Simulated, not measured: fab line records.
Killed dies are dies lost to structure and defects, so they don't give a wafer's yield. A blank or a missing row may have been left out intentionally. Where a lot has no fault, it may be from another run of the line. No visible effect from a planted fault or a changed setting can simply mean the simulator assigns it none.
fab line records	flow nand-harc
record: lots: 7	wafers: 18	last-day: 34
route steps=1302 shown A_CONTACT@1100 A_BLC@1107
lots with no fault: from the same line, run without faults
start-h: start of the lot's first displayed wafer, in hours after the record's first day	wait-h: hours elapsed since this lot's preceding step	" the same as in the row above	L1.1+2: one row covering several wafers at once	- no value present, or no start provided	* or withheld: withheld	< > ~ a bound
route shown NAME@n: a module of which the file shows steps, and the number in the route of the first	usual: mean/standard deviation of fault-free wafers	same: alike in all rows	chamber/n: place in a boat	sites: per-site readings	_std_site: the standard deviation of these	_edge_site: inner sites' mean taken away from outer sites' mean	radius-mm: for every site, how far away it sits from the centre of the wafer	mask NAME#n: copy n	behind: the tool/chamber that last shaped the wafer	hold: why the lot was held/for how many hours/how that ended	device: the n, p or np transistor that did not switch	end of line: the same wafers' tests at the end of the route	a step with no rows: only its recipe	killed: dies that structure and defects cost at the first sort, which is not the same as the wafer's yield	map: a wafer's dies, x killed, . not, _ none there
set.NAME: the setting as run; set.NAME@STEP: as run at that earlier step	model.NAME: the simulator's own value behind a step, which no gauge read
lots seen at some steps along the route; tables by step, rows by wafer
services: the hour from which a tool's chamber was out of use, counted from the record's first day as start-h (under 0 if before that day), plus the number of hours and why
== steps ==
step: NHARC_A_CONTACT_STRIP_27
recipe: time-s: 600	temp-c: 30	chemistry: post-etch-residue-remover
step: NHARC_A_CONTACT_ALD_18
recipe: target-thk-a: 30	pulse-time-s: 1	ald-cycles: 150	temp-c: 450	material: TiN
usual: heater-power-w: 1139/100	precursor-pulse-height-rel: 1.001/0.02
lot.wafer	tool	chamber	start-h	wait-h	heater-power-w	precursor-pulse-height-rel
L792.1	ald-metal-01	1	558.42	-	989	1.015
L792.6	"	0	"	"	950	1.014
L792.5	"	1	"	"	979	1.018
L794.3	ald-metal-01	3	573.96	-	1243	0.980
L794.4	"	1	"	"	1009	1.003
L794.2	"	2	"	"	1223	1.022
L796.4	ald-metal-03	0	608.21	-	1125	0.983
L796.2	"	2	"	"	1160	0.977
L796.6	"	3	"	"	961	1.006
L801.2	ald-metal-01	3	654.22	-	1259	1.011
L801.5	"	2	"	"	1223	1.010
L801.6	"	3	"	"	1249	1.006
L806.2	ald-metal-04	0	713.20	-	1182	1.025
L806.1	"	1	"	"	1228	0.994
L809.2	ald-metal-01	3	729.37	-	1164	0.983
L809.5	"	3	"	"	1158	1.025
L808.2	ald-metal-03	3	738.29	-	981	1.009
L808.5	"	3	"	"	951	1.009
step: NHARC_A_CONTACT_CVD_19
recipe: target-thk-a: 3000	temp-c: 300	pressure-torr: 40	wf6-flow-sccm: 40	h2-flow-sccm: 1600	ar-flow-sccm: 1560	time-s: 802	material: W
usual: heater-power-w: 438/33	throttle-valve-pct: 7.8/0.33
lot.wafer	tool	chamber	start-h	wait-h	heater-power-w	throttle-valve-pct
L792.1	cvd-w-02	0	-	-	437	7.4
L792.6	"	1	"	"	493	7.9
L792.5	"	0	"	"	430	7.1
L794.2	cvd-w-02	1	-	-	483	8.1
L794.3	"	1	"	"	488	7.9
L794.4	"	0	"	"	442	7.1
L796.2	cvd-w-02	0	-	-	434	7.7
L796.4	"	1	"	"	478	7.8
L796.6	"	0	"	"	438	7.7
L801.2	cvd-w-01	0	-	-	381	8.2
L801.6	"	1	"	"	408	8.0
L801.5	"	0	"	"	376	7.7
L806.2	cvd-w-02	1	-	-	453	7.9
L806.1	"	0	"	"	434	7.2
L809.2	cvd-w-02	1	-	-	454	8.2
L809.5	"	0	"	"	435	7.1
L808.2	cvd-w-02	0	-	-	431	7.6
L808.5	"	0	"	"	440	7.3
step: NHARC_A_CONTACT_CMP_20
recipe: t-overpolish-s: 30	target-thk-nm: 300
usual: motor-current-A: 11.8/1.3	overpolish-run-s: 30.001/0.009	slurry-filter-dp-kPa: 13.50/0.12	time-to-endpoint-s: 60/4.8
lot.wafer	tool	chamber	start-h	wait-h	motor-current-A	overpolish-run-s	slurry-filter-dp-kPa	time-to-endpoint-s
L792.1	cmp-01	1	559.56	0.7	9.8	29.997	13.49	66
L792.6	"	2	"	"	12.1	30.006	13.38	65
L792.5	"	3	"	"	12.0	30.006	13.46	66
L794.3	cmp-04	3	575.05	0.5	12.9	29.997	13.80	58
L794.2	"	0	"	"	10.9	30.019	13.37	57
L794.4	"	2	"	"	10.2	29.994	13.23	53
L796.2	cmp-01	2	609.31	0.7	11.3	30.003	13.47	62
L796.4	"	3	"	"	12.1	29.992	13.47	61
L796.6	"	2	"	"	11.4	30.003	13.57	60
L801.2	cmp-01	0	655.39	0.7	13.4	30.007	13.51	63
L801.6	"	1	"	"	10.1	30.001	13.49	65
L801.5	"	2	"	"	11.0	30.015	13.66	67
L806.1	cmp-04	2	714.29	0.6	10.1	29.997	13.24	50
L806.2	"	3	"	"	13.1	29.992	13.36	58
L809.2	cmp-04	1	730.51	0.7	12.9	30.009	13.24	61
L809.5	"	1	"	"	13.0	29.988	13.44	60
L808.2	cmp-04	1	739.96	0.7	12.7	30.005	13.62	57
L808.5	"	2	"	"	10.1	29.999	13.63	53
step: NHARC_A_CONTACT_SRD_22
step: NHARC_A_CONTACT_INSPECT_23
usual: raw-defect-count: 536/130
lot.wafer	tool	chamber	start-h	wait-h	raw-defect-count
L792.1	defect-inspect-01	-	559.89	0.1	499
L792.5	"	-	"	"	402
L792.6	"	-	"	"	448
L794.2	defect-inspect-02	-	575.45	0.1	592
L794.3	"	-	"	"	522
L794.4	"	-	"	"	590
L796.2	defect-inspect-02	-	609.69	0.1	699
L796.4	"	-	"	"	471
L796.6	"	-	"	"	666
L801.2	defect-inspect-02	-	655.73	0.1	561
L801.5	"	-	"	"	573
L801.6	"	-	"	"	411
L806.1	defect-inspect-02	-	714.70	0.1	441
L806.2	"	-	"	"	514
L809.2	defect-inspect-02	-	730.89	0.1	745
L809.5	"	-	"	"	650
L808.2	defect-inspect-02	-	740.28	0.1	286
L808.5	"	-	"	"	345
step: NHARC_A_BLC_DEHYDRATE_00
recipe: temp-c: 150	time-s: 120
step: NHARC_A_BLC_HMDS_01
recipe: time-s: 30
step: NHARC_A_BLC_COAT_02
recipe: temp-c: 260	time-s: 75
step: NHARC_A_BLC_COAT_03
recipe: temp-c: 225	time-s: 65
step: NHARC_A_BLC_COAT_04
recipe: spin-rpm: 1500	resist-thk-nm: 90
step: NHARC_A_BLC_SOFTBAKE_05
recipe: temp-c: 105	time-s: 55
usual: heater-power-total-W: 188.45/0.13
lot.wafer	tool	chamber	start-h	wait-h	heater-power-total-W
L792.1	litho-track-06	0	559	-	188.48
L792.5	"	0	"	"	188.35
L792.6	"	0	"	"	188.39
L794.2	litho-track-01	0	575	-	188.37
L794.3	"	0	"	"	188.76
L794.4	"	0	"	"	188.44
L796.2	litho-track-06	0	609	-	188.27
L796.4	"	0	"	"	188.46
L796.6	"	0	"	"	188.36
L801.2	litho-track-01	0	655	-	188.50
L801.5	"	0	"	"	188.55
L801.6	"	0	"	"	188.50
L806.1	litho-track-01	0	714	-	219.12
L806.2	"	0	"	"	188.66
L809.2	litho-track-01	0	730	-	188.63
L809.5	"	0	"	"	219.16
L808.2	litho-track-01	0	740	-	188.47
L808.5	"	0	"	"	219.11
step: NHARC_A_BLC_EBR_06
== services ==
tool	chamber	start-h	hours	kind
cvd-w-01	-	547.00	13.0	pm
cmp-01	-	561.35	0.3	repair
cmp-01	-	577.81	4.0	pm
ald-metal-03	-	585.10	10.0	pm
cmp-04	-	601.00	4.0	pm
cmp-01	-	613.43	0.4	repair
cmp-04	-	621.56	0.6	repair
cvd-w-01	-	625.24	0.3	repair
cvd-w-02	-	631.00	13.0	pm
cvd-w-02	0	631.00	13.0	vent-cycle
cvd-w-02	1	631.00	13.0	vent-cycle
cvd-w-02	0	644.00	-	clean
ald-metal-04	-	652.00	10.0	pm
ald-metal-03	2	655.23	27.8	repair
cmp-01	-	661.25	3.6	repair
cmp-01	-	675.81	4.0	pm
litho-track-01	-	680.00	7.0	pm
ald-metal-03	-	680.21	1.8	repair
ald-metal-01	-	687.89	0.6	repair
cmp-04	-	699.00	4.0	pm
litho-track-06	-	704.00	7.0	pm
ald-metal-01	0	711.61	30.8	repair
ald-metal-01	-	722.31	2.2	repair
cvd-w-01	-	728.00	13.0	pm
== key ==
first-sign: step: NHARC_A_BLC_SOFTBAKE_05	reading: heater-power-total-W	direction: up	sigmas: 99+	usual: *	struck: *
effect none on later readings
met-at NHARC_A_BLC_SOFTBAKE_05
struck-wafers L806.1,L808.5,L809.5
tester-left-out L806,L808,L809
onset-between 655 714
fault: kind: process-parameter-drift	tool: litho-track-01	chamber: -	onset-h: 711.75	steps: NHARC_A_BLC_SOFTBAKE_05	channel: time-s	offset: *	shape: step	end-h: 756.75	scope: struck-wafers-only	acts-in: *	stated: *
tester-left-out: of these lots the tester's yield and bins aren't shown, on N5 and GAA mostly nor the transistor test; their killed dies are dies lost to structure and defects alone, not to doping, threshold or leakage, so they don't give the yield
